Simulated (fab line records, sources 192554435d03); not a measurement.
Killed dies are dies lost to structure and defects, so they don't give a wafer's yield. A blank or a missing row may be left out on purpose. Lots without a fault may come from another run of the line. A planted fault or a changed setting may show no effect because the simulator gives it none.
Chamber matching | flow n5_finfet | N5_GATE_CUT_ETCH_37 on rie_diel-06: 4 sister chambers
The step etches SOC in N2/H2, target depth 60 nm, overetch 12 nm, time 90 s. 4 wafers are shown with their chamber, then 9 later ones without.

WAFERS WITH THEIR CHAMBER
wafer  | chamber | showerhead_plenum_p_Torr (Torr)
L087.5 | 3       | 2.39
L085.1 | 0       | 2.66
L085.3 | 2       | 2.58
L085.4 | 1       | 2.63

WAFERS WITHOUT THEIR CHAMBER
wafer  | showerhead_plenum_p_Torr (Torr)
L088.1 | 2.66
L088.5 | 2.63
L088.6 | 2.66
L094.2 | 2.39
L094.3 | 2.66
L094.5 | 2.39
L097.1 | 2.63
L097.4 | 2.65
L097.5 | 2.57

WHICH CHAMBER EACH WENT THROUGH
wafer  | from the rows above | in truth
L088.1 | 0                   | 0
L088.5 | 1                   | 1
L088.6 | 0                   | 0
L094.2 | 3                   | 3
L094.3 | 0                   | 0
L094.5 | 3                   | 3
L097.1 | 1                   | 1
L097.4 | 0                   | 0
L097.5 | 2                   | 2
Placed correctly: 9 of 9. Can't be placed from these rows: 0. Placed wrongly: 0.
How it was worked out, from the rows above alone: a wafer's distance from a chamber is the root of the sum, over the readings, of the square of ((its reading less the chamber's mean) divided by the reading's scatter). The wafer belongs to the nearest chamber; if the next one is less than 2 further off, it can't be placed. A chamber's mean is the mean of its shown wafers. The scatter: with one shown wafer a chamber, the root of the mean of the squares of how far each hidden wafer lies from its nearest shown one.
